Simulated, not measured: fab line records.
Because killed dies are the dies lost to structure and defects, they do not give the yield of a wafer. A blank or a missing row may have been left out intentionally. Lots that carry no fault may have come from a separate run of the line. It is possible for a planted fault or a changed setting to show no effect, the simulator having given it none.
Split-lot study + flow n5-finfet + 21 wafers read across 7 lots, on a route 1938 steps long

## ABOUT THE SPLIT
At N5_BEOL_M6_ETCH_62 (etches SOC in N2/H2, target depth 110 nm, overetch 22 nm, time 165 s), the setting time-s was moved away from the recipe's 165 s on 9 of the 21 wafers read, by -22.1% to +18.1%. For the rest of the wafers, this setting stayed at what the recipe calls for.

The reading comes from the split's own step.

## THE READING
SiARC_of_BEOL_M6_COAT_60.thk-nm (the simulator's own value, which no gauge read), in nm, at N5_BEOL_M6_ETCH_62 (etches SOC in N2/H2, target depth 110 nm, overetch 22 nm, time 165 s). There is no usual value for it anywhere in the file. Across the 12 wafers here that went through the recipe, the average is 28.4 nm and the standard deviation 0.21 nm.

| wafer  | tool, chamber at the split | time-s as run, s | against the recipe | SiARC_of_BEOL_M6_COAT_60.thk-nm, nm | against lot-mates on the recipe |
|--------|----------------------------|------------------|--------------------|-------------------------------------|---------------------------------|
| L076.1 | rie-diel-03, 3             | 132.6            | -19.6%             | 29.8                                | +1.2                            |
| L076.6 | rie-diel-03, 3             | 132.6            | -19.6%             | 29.8                                | +1.2                            |
| L076.5 | rie-diel-03, 0             | 165              | recipe             | 28.6                                | -                               |
| L078.1 | rie-diel-05, 2             | 165              | recipe             | 28.6                                | -                               |
| L078.2 | rie-diel-05, 0             | 165              | recipe             | 28.4                                | -                               |
| L078.4 | rie-diel-05, 1             | 190.7            | +15.6%             | 27.4                                | -1.1                            |
| L080.1 | rie-diel-03, 1             | 165              | recipe             | 28.4                                | -                               |
| L080.2 | rie-diel-03, 0,2           | 128.6            | -22.1%             | 29.8                                | +1.4                            |
| L080.5 | rie-diel-03, 0,2           | 128.6            | -22.1%             | 29.8                                | +1.4                            |
| L084.2 | rie-diel-03, 2             | 165              | recipe             | 28                                  | -                               |
| L084.3 | rie-diel-03, 3             | 165              | recipe             | 28.6                                | -                               |
| L084.6 | rie-diel-03, 1             | 165              | recipe             | 28.2                                | -                               |
| L090.1 | rie-diel-06, 3             | 192.5            | +16.7%             | 27.6                                | -1.1                            |
| L090.3 | rie-diel-06, 1             | 165              | recipe             | 28.8                                | -                               |
| L090.5 | rie-diel-06, 2             | 165              | recipe             | 28.6                                | -                               |
| L093.1 | rie-diel-05, 1             | 179.8            | +9.0%              | 28                                  | -0.4                            |
| L093.3 | rie-diel-05, 0             | 165              | recipe             | 28.4                                | -                               |
| L093.4 | rie-diel-05, 3             | 179.8            | +9.0%              | 28.6                                | +0.2                            |
| L095.1 | rie-diel-05, 0             | 194.8            | +18.1%             | 27                                  | -1.3                            |
| L095.3 | rie-diel-05, 1             | 165              | recipe             | 28.2                                | -                               |
| L095.6 | rie-diel-05, 1             | 165              | recipe             | 28.4                                | -                               |
The file does not say which wafer passed through which chamber wherever a row lists several chambers: such a row stands for several wafers.

FIT RESULTS
A straight line over all 21 wafers: SiARC_of_BEOL_M6_COAT_60.thk-nm changes by -0.0623 nm for each +1% of time-s; r = -0.95; the points scatter about the line by 0.25 nm.
The same after taking each lot's own level away (the mean of its wafers on the recipe; 21 wafers): -0.0615 nm for each +1%; r = -0.96; scatter 0.22 nm.
On that fit, the largest move of time-s shifts the reading by 1.4 nm.
Measured against the standard deviation above, the lots' own levels, which go from 28.27 to 28.70 nm, span 2.0 times it.
The two slopes are in agreement: the lot-to-lot level therefore moves the slope only a little.
Check: for one of the wafers moved furthest among these (-22.1%), held out of the fit, the line's prediction against its lot-mates is +1.38 nm. It came out at +1.4 nm against them.

## FURTHER SPLITS ON THESE WAFERS
Note: prior to the reading, these wafers also went through further splits. Each is held against what the fit with the lots' levels taken away leaves over:
| other split on the same wafers    | wafers away from the commonest value | r with SiARC_of_BEOL_M6_COAT_60.thk-nm (lot level and that fit taken away) |
|-----------------------------------|--------------------------------------|----------------------------------------------------------------------------|
| N5_BEOL_M4_COAT_22 spin-rpm       | 5                                    | +0.08                                                                      |
| N5_BEOL_M5_HM_DEP_02 target-thk-a | 6                                    | -0.06                                                                      |
| N5_BEOL_M5_COAT_59 spin-rpm       | 6                                    | -0.02                                                                      |

## THE WHOLE CHAIN: every reading that the file lists as answering this split, in the file's order
| step                  | what it does                                                         | reading                                                                          | change (the file's fit)                                                             | r (the file's) |
|-----------------------|----------------------------------------------------------------------|----------------------------------------------------------------------------------|-------------------------------------------------------------------------------------|----------------|
| N5_BEOL_M6_ETCH_62    | etches SOC in N2/H2, target depth 110 nm, overetch 22 nm, time 165 s | SiARC_of_BEOL_M6_COAT_60.thk-nm (the simulator's own value, which no gauge read) | -0.0635 nm for each +1% of the setting                                              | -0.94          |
| N5_BEOL_M6_HM_OPEN_17 | chemistry Cl2/BCl3, target TiN, target depth 20 nm, overetch 6 nm    | etch.depth-nm (the simulator's own value, which no gauge read)                   | not straight: 20.34 at the lowest setting, 19.9 at the recipe, 17.05 at the highest | not given      |

## FILE'S OWN FIT
SiARC_of_BEOL_M6_COAT_60.thk-nm changes by -0.0635 nm for each +1% of time-s, r = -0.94.
